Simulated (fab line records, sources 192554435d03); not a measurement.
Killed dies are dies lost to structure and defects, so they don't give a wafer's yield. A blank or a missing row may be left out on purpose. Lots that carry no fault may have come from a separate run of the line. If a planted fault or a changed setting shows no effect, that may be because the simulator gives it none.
Which of the tools did it? -- flow n5 finfet -- 36 wafers from 12 lots sampled at 3 of the route's 1938 steps

== WHAT THE GAUGES READ, wafer by wafer ==
N5_BEOL_M15_OVL_MEAS_11.
lot,measured,on,V14_OVL (nm)
L075,day 11 16:07,overlay-01,-2 -7 10
L080,day 12 20:13,overlay-02,-9 -10 -15
L078,day 13 07:27,overlay-02,-3 -1 -8
L077,day 13 14:14,overlay-01,-4 -6 -10
L081,day 13 16:44,overlay-02,-1 -1 -4
L085,day 14 20:11,overlay-01,-2 -4 -5
L088,day 15 03:48,overlay-01,-4 -1 -12
L089,day 15 21:13,overlay-02,9 4 7
L090,day 16 06:34,overlay-01,-2 -9 4
L093,day 16 15:43,overlay-01,-6 -14 -8
L094,day 17 04:29,overlay-02,5 5 9
L097,day 17 16:55,overlay-01,0 -4 3

== WHAT TOOL EACH LOT RAN ON (gives the tool, then ch and the chambers of the sampled wafers, and finally the start) ==
lot,N5_BEOL_M14_STRIP_37,N5_BEOL_M14_SPUTTER_45
L075,"rie diel-04 ch 2,3, day 11 12:47","pvd sputter-03, day 11 13:52"
L080,"rie diel-04 ch 0,1,2, day 12 17:24","pvd sputter-02, day 12 18:25"
L078,"rie diel-04 ch 0,1,3, day 13 04:49","pvd sputter-01, day 13 05:39"
L077,"rie diel-02 ch 1,2,3, day 13 11:40","pvd sputter-03, day 13 12:19"
L081,"rie diel-04 ch 0,1,2, day 13 14:06","pvd sputter-02, day 13 14:56"
L085,"rie diel-03 ch 0,2, day 14 17:28","pvd sputter-02, day 14 18:20"
L088,"rie diel-03 ch 1,2,3, day 15 01:22","pvd sputter-02, day 15 01:52"
L089,"rie diel-02 ch 0,1,3, day 15 18:39","pvd sputter-03, day 15 19:25"
L090,"rie diel-04 ch 2,3, day 16 04:16","pvd sputter-02, day 16 04:46"
L093,"rie diel-02 ch 0,1, day 16 12:12","pvd sputter-01, day 16 14:03"
L094,"rie diel-03 ch 1,3, day 17 02:07","pvd sputter-01, day 17 02:37"
L097,"rie diel-02 ch 1,3, day 17 14:19","pvd sputter-02, day 17 14:51"
- N5_BEOL_M14_STRIP_37: strips in O2.
- N5_BEOL_M14_SPUTTER_45: material Cu, target thk 100 nm, time 16.67 s.

== THE ANSWER, worked out from the rows above alone ==
Rule: what is usual is taken from the lots themselves. The widest of any qualifying gaps counts: lots, ordered by their means at a reading, are off when they make up no more than a third of the lots, leave a main group of 4 or more, and stand apart from it by 3 or more times the standard deviation of that group's means. The tables above print the reading to a certain number of digits; a main group whose means all agree to those digits is not used. A lot without any number at a reading at which 4 lots or more have one is off too. Where the step has rows for the other lots, those lots are counted as sound.
Nothing can be told from this: no lot is off at any reading shown.

== WHAT THE SIMULATOR HAD INSERTED ==
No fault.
